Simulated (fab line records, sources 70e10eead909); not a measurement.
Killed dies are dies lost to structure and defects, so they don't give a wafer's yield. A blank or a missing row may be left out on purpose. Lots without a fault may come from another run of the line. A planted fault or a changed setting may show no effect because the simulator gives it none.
fab line records | flow nand_harc | part 2 of 2: steps 5 to 6 of 6
record lots=23 wafers=69 last_day=33
route steps=1302 shown P_ZERO_WELL@61 P_STI@87 P_GATE@150
lots that met no fault: from a run of the same line without faults
start_h: hours from the record's first day to the start of the lot's first wafer shown | wait_h: hours since the lot's step before | " the same as in the row above | L1.1+2: a row that stands for several wafers | - no value, or no start given | * or withheld: withheld | < > ~ a bound
route shown NAME@n: a module of which the file shows steps, and the number in the route of the first | usual: mean/standard deviation of fault-free wafers | same: alike in all rows | chamber/n: place in a boat | sites: the reading at each site | _std_site: their standard deviation | _edge_site: outer sites' mean less inner sites' | radius_mm: how far each site lies from the wafer's centre | mask NAME#n: copy n | behind: the tool/chamber that last shaped the wafer | hold: why the lot was held/for how many hours/how that ended | device: the transistor (n, p or np) that didn't switch | end of line: the same wafers' tests at the end of the route | a step without rows: its recipe alone | killed: dies lost to structure and defects at the first sort, not the wafer's yield | map: a wafer's dies, x killed, . not, _ none there
set.NAME: the setting as run; set.NAME@STEP: as run at that earlier step | model.NAME: the simulator's own value behind a step, which no gauge read
steps of the route over a sample of lots; a table a step, a row a wafer
services: from which hour (start_h, from the record's first day; less than 0 if before it) a tool's chamber was out of use, for how many hours, and why
## steps
# step NHARC_P_GATE_STRIP_108
# recipe o2_flow_sccm=500 ar_flow_sccm=0 bias_w=0 chemistry=O2
# usual drypump_motor_current_A=5.8/0.4 oes_product_au=0.996/0.0082 rf_vpp_V=57.9/0.86 showerhead_plenum_p_Torr=3.54/0.11 throttle_valve_pct=17.036/0.0088
# columns lot.wafer tool chamber start_h wait_h drypump_motor_current_A oes_product_au rf_hours_counter_h rf_vpp_V showerhead_plenum_p_Torr throttle_valve_pct
L074.3 rie_diel-09 1 93.58 - 5.3 0.988 6.6 56.6 3.48 17.039
L074.1 " 2 " " 6.1 1.006 7.0 57.3 3.62 17.040
L074.5 " 1 " " 5.3 1.001 - 57.3 3.47 17.042
L075.4 rie_diel-09 0 109.23 - 5.9 0.999 8.1 57.7 3.71 17.028
L075.2 " 1 " " 5.3 0.989 6.8 59.1 3.48 17.046
L075.5 " 3 " " 5.8 0.994 - 58.2 3.50 17.056
L076.6 rie_diel-09 1 113.06 - 5.3 0.992 - 56.5 3.48 17.033
L076.4 " 2 " " 6.1 0.992 - 58.4 3.62 17.043
L076.5 " 0 " " 5.9 0.991 - 59.8 3.71 17.031
L077.2 rie_diel-03 0 126.95 - 5.8 0.993 0.9 55.8 3.43 17.028
L077.3 " 1 " " 5.7 0.998 0.6 57.5 3.41 17.025
L077.6 " 0 " " 5.9 0.984 - 57.6 3.43 17.027
L078.3 rie_diel-11 0 142.66 - 6.2 1.006 2.4 58.4 3.66 17.035
L078.1 " 3 " " 4.8 0.992 2.3 58.8 3.44 17.044
L078.6 " 0 " " 6.2 1.001 - 58.0 3.66 17.030
L080.3 rie_diel-11 3 154.94 - 4.7 0.995 3.5 57.9 3.44 17.037
L080.6 " 3 " " 4.7 0.996 - 57.4 3.44 17.034
L080.5 " 0 " " 6.2 0.999 - 58.5 3.66 17.045
L079.1 rie_diel-03 2 155.20 - 6.2 0.996 3.8 58.3 3.38 17.029
L079.4 " 3 " " 5.7 1.001 3.8 58.0 3.55 17.042
L079.2 " 1 " " 5.7 1.003 3.3 57.1 3.41 17.028
L081.4 rie_diel-11 2 166.51 - 5.6 0.989 4.3 56.8 3.59 17.059
L081.1 " 3 " " 4.7 0.994 4.3 57.5 3.44 17.041
L081.6 " 2 " " 5.6 0.994 - 57.7 3.59 17.028
L082.2 rie_diel-03 0 183.74 - 5.9 0.996 4.9 58.4 3.43 17.034
L082.1 " 2 " " 6.2 0.992 5.8 58.0 3.38 17.037
L082.5 " 1 " " 5.8 0.999 - 57.5 3.41 17.038
L083.1 rie_diel-03 3 190.70 - 5.8 0.989 5.4 57.5 3.55 17.032
L083.4 " 0 " " 5.9 0.992 5.1 57.0 3.43 17.034
L083.5 " 3 " " 5.8 0.990 - 58.3 3.55 17.034
L084.1 rie_diel-11 0 202.33 - 6.2 1.006 6.1 58.5 3.66 17.045
L084.3 " 1 " " 6.0 0.993 6.2 58.5 3.70 17.032
L084.6 " 3 " " 4.7 1.008 - 58.0 3.44 17.025
L085.4 rie_diel-09 3 220.15 - 5.8 1.008 3.8 57.8 3.50 17.040
L085.1 " 0 " " 5.9 0.985 3.6 57.1 3.71 17.040
L085.6 " 3 " " 5.9 1.004 - 58.3 3.50 17.040
L086.2 rie_diel-03 2 220.77 - 6.2 0.998 7.9 58.8 3.38 17.047
L086.4 " 1 " " 5.8 1.007 7.5 57.5 3.41 17.044
L086.6 " 3 " " 5.7 0.994 - 57.1 3.55 17.044
L087.1 rie_diel-09 0 224.29 - 6.0 0.994 3.8 56.6 3.71 17.042
L087.4 " 1 " " 5.3 1.014 4.4 57.2 3.47 17.019
L087.5 " 0 " " 6.0 0.983 - 57.8 3.71 17.035
L089.4 rie_diel-09 3 243.41 - 5.9 1.018 5.8 58.2 3.50 17.039
L089.2 " 0 " " 5.9 0.997 5.2 58.2 3.71 17.037
L089.1 " 2 " " 6.1 1.015 6.7 58.6 3.61 17.040
L090.2 rie_diel-03 2 258.47 - 6.2 0.995 8.6 57.0 3.38 17.038
L090.3 " 0 " " 5.9 0.980 7.5 57.2 3.42 17.029
L090.5 " 2 " " 6.2 0.996 - 57.1 3.38 17.041
L091.4 rie_diel-09 0 267.21 - 5.9 1.001 6.6 56.9 3.71 17.048
L091.5 " 3 " " 5.8 0.998 - 57.8 3.50 17.026
L091.6 " 0 " " 5.9 0.997 - 58.2 3.71 17.035
L092.3 rie_diel-09 3 279.23 - 5.8 0.996 8.6 57.3 3.50 17.031
L092.2 " 1 " " 5.3 0.993 8.0 56.8 3.47 17.027
L092.5 " 3 " " 5.8 0.995 - 59.5 3.50 17.048
L093.1 rie_diel-11 0 284.23 - 6.2 0.993 0.4 58.5 3.65 17.043
L093.4 " 1 " " 6.0 1.002 0.4 58.0 3.70 17.034
L093.6 " 0 " " 6.2 0.988 - 58.7 3.65 17.034
L094.3 rie_diel-03 3 301.46 - 5.8 0.990 0.3 56.1 3.55 17.013
L094.2 " 0 " " 5.8 0.986 0.3 57.2 3.42 17.034
L094.5 " 3 " " 5.7 1.009 - 57.1 3.55 17.051
L095.3 rie_diel-11 3 301.63 - 4.8 0.991 1.4 57.2 3.44 17.031
L095.1 " 0 " " 6.2 1.000 1.6 57.5 3.65 17.022
L095.6 " 2 " " 5.6 0.979 - 56.5 3.58 17.046
L096.2 rie_diel-09 3 317.28 - 5.9 0.987 12.1 59.6 3.50 17.025
L096.6 " 1 " " 5.3 1.001 - 59.0 3.47 17.040
L096.5 " 2 " " 6.1 0.995 - 56.8 3.61 17.036
L097.4 rie_diel-11 2 324.83 - 5.6 0.991 2.7 56.6 3.58 17.034
L097.2 " 3 " " 4.7 0.981 2.4 58.2 3.44 17.043
L097.1 " 0 " " 6.2 0.989 2.9 58.7 3.65 17.039
# step NHARC_P_GATE_STRIP_101
# recipe time_s=20 o2_flow_sccm=500 ar_flow_sccm=0 bias_w=0 chemistry=O2
# usual drypump_motor_current_A=5.8/0.42 oes_product_au=0.998/0.0085 rf_vpp_V=57.8/0.91 showerhead_plenum_p_Torr=3.54/0.11 throttle_valve_pct=17.036/0.0089
# columns lot.wafer tool chamber start_h wait_h drypump_motor_current_A oes_product_au rf_hours_counter_h rf_vpp_V showerhead_plenum_p_Torr throttle_valve_pct
L074.1 rie_diel-11 2 103.88 0.1 5.6 0.994 1 57.1 3.59 17.027
L074.3 " 3 " " 4.7 0.990 1 57.8 3.45 17.037
L074.5 " 2 " " 5.6 1.003 - 58.7 3.59 17.027
L075.2 rie_diel-03 1 119.35 0.1 5.7 1.002 0 58.6 3.41 17.023
L075.4 " 2 " " 6.2 0.998 0 56.2 3.38 17.046
L075.5 " 0 " " 5.8 0.993 - 58.2 3.43 17.039
L076.6 rie_diel-09 1 123.39 0.0 5.3 1.000 - 56.1 3.47 17.040
L076.4 " 2 " " 6.1 1.001 - 58.7 3.62 17.028
L076.5 " 3 " " 5.8 1.002 - 57.8 3.50 17.038
L077.2 rie_diel-09 2 137.10 0.1 6.2 1.012 9 58.3 3.62 17.037
L077.3 " 3 " " 5.8 1.014 9 57.9 3.50 17.041
L077.6 " 2 " " 6.1 1.002 - 58.5 3.62 17.051
L078.1 rie_diel-03 3 152.97 0.1 5.8 1.012 4 58.0 3.55 17.043
L078.3 " 1 " " 5.7 1.004 3 56.4 3.41 17.028
L078.6 " 0 " " 5.8 1.001 - 57.7 3.43 17.040
L080.3 rie_diel-09 0 165.16 0.1 5.9 1.008 0 60.3 3.71 17.021
L080.6 " 0 " " 5.9 0.996 - 56.6 3.71 17.044
L080.5 " 1 " " 5.3 0.994 - 58.2 3.47 17.043
L079.1 rie_diel-11 0 165.43 0.1 6.2 1.000 5 58.7 3.66 17.032
L079.2 " 1 " " 6.0 0.994 4 59.2 3.70 17.036
L079.4 " 2 " " 5.6 0.995 4 57.5 3.59 17.044
L081.4 rie_diel-09 0 176.74 0.1 5.9 0.995 0 57.5 3.71 17.047
L081.1 " 2 " " 6.1 0.984 0 59.3 3.62 17.030
L081.6 " 0 " " 5.9 0.992 - 59.1 3.71 17.025
L082.1 rie_diel-11 1 194.21 0.1 6.0 0.985 6 57.2 3.70 17.034
L082.2 " 3 " " 4.7 1.001 5 58.1 3.44 17.043
L082.5 " 1 " " 6.0 0.979 - 58.5 3.70 17.039
L083.1 rie_diel-11 0 200.88 0.1 6.2 1.010 6 58.4 3.66 17.041
L083.5 " 0 " " 6.2 1.003 - 56.8 3.66 17.034
L083.4 " 1 " " 6.0 0.997 - 58.0 3.70 17.026
L084.3 rie_diel-11 0 212.57 0.1 6.2 1.020 6 57.5 3.66 17.039
L084.1 " 3 " " 4.7 1.003 6 57.0 3.44 17.039
L084.6 " 3 " " 4.7 0.989 - 57.1 3.44 17.023
L085.1 rie_diel-03 1 230.34 0.1 5.7 0.991 8 58.6 3.41 17.045
L085.4 " 1 " " 5.7 0.981 - 58.0 3.41 17.050
L085.6 " 2 " " 6.2 1.004 - 57.1 3.38 17.039
L086.2 rie_diel-03 1 231.03 0.1 5.8 1.004 8 57.8 3.41 17.028
L086.4 " 1 " " 5.7 0.980 - 57.3 3.41 17.042
L086.6 " 3 " " 5.7 0.993 - 58.1 3.55 17.037
L087.4 rie_diel-11 1 236.66 0.1 6.0 0.988 8 59.3 3.70 17.032
L087.1 " 2 " " 5.6 0.982 6 57.9 3.59 17.052
L087.5 " 0 " " 6.2 1.006 - 58.1 3.65 17.036
L089.1 rie_diel-09 0 253.63 0.1 5.9 0.997 5 57.1 3.71 17.026
L089.2 " 2 " " 6.1 1.002 7 57.0 3.61 17.033
L089.4 " 3 " " 5.8 1.002 6 56.5 3.50 17.035
L090.3 rie_diel-09 2 270.75 0.1 6.1 0.997 8 57.8 3.61 17.015
L090.2 " 0 " " 6.0 1.001 7 58.5 3.71 17.036
L090.5 " 3 " " 5.8 0.998 - 58.1 3.50 17.043
L091.4 rie_diel-11 3 277.43 0.1 4.8 0.990 0 58.2 3.44 17.030
L091.5 " 2 " " 5.6 0.993 - 58.3 3.59 17.032
L091.6 " 3 " " 4.7 0.990 - 57.2 3.44 17.042
L092.3 rie_diel-09 3 289.53 0.1 5.8 0.989 9 58.1 3.50 17.046
L092.2 " 0 " " 5.9 1.001 9 57.6 3.71 17.030
L092.5 " 2 " " 6.1 0.990 - 56.8 3.61 17.038
L093.1 rie_diel-11 0 294.33 0.1 6.2 1.007 1 60.4 3.65 17.044
L093.4 " 1 " " 6.0 1.016 1 57.1 3.70 17.041
L093.6 " 3 " " 4.7 0.996 - 58.2 3.44 17.050
L094.3 rie_diel-11 0 311.75 0.1 6.3 1.003 2 58.6 3.65 17.031
L094.2 " 2 " " 5.6 0.995 2 58.3 3.58 17.040
L094.5 " 0 " " 6.2 1.008 - 57.0 3.65 17.041
L095.3 rie_diel-03 3 311.86 0.1 5.7 1.001 1 57.0 3.55 17.029
L095.1 " 1 " " 5.8 0.990 1 58.3 3.41 17.026
L095.6 " 0 " " 5.8 0.989 - 56.7 3.42 17.040
L096.2 rie_diel-03 3 327.58 0.1 5.7 0.996 3 56.5 3.55 17.038
L096.5 " 0 " " 5.8 0.975 - 56.7 3.42 17.053
L096.6 " 1 " " 5.7 0.985 - 57.0 3.41 17.039
L097.2 rie_diel-03 3 335.10 0.1 5.7 1.014 3 57.5 3.55 17.031
L097.1 " 0 " " 5.9 0.988 3 57.6 3.42 17.037
L097.4 " 0 " " 5.9 0.988 - 57.5 3.42 17.047
## services
# columns tool chamber start_h hours kind
rie_diel-03 - 10.78 20.6 repair
rie_diel-09 1 19.79 4.2 repair
rie_diel-11 0 27.71 17.8 repair
rie_diel-09 - 47.98 0.6 repair
rie_diel-05 - 52.60 9.0 pm
rie_diel-09 0 53.32 3.5 repair
rie_diel-03 2 71.00 6.5 repair
rie_diel-11 - 78.75 9.0 pm
rie_diel-09 1 101.30 6.2 repair
rie_diel-03 - 104.30 9.0 pm
rie_diel-05 2 109.98 8.3 repair
rie_diel-09 3 111.73 2.7 repair
rie_diel-09 0 119.60 4.2 repair
rie_diel-09 - 143.10 9.0 pm
rie_diel-05 - 176.25 0.7 repair
rie_diel-11 2 191.29 28.6 repair
rie_diel-11 2 228.53 4.4 repair
rie_diel-03 0 229.96 5.7 repair
rie_diel-11 - 255.75 9.0 pm
rie_diel-09 3 271.37 3.9 repair
rie_diel-03 - 281.30 9.0 pm
rie_diel-11 3 311.28 1.7 repair
rie_diel-09 - 320.10 9.0 pm
rie_diel-03 2 333.34 7.8 repair
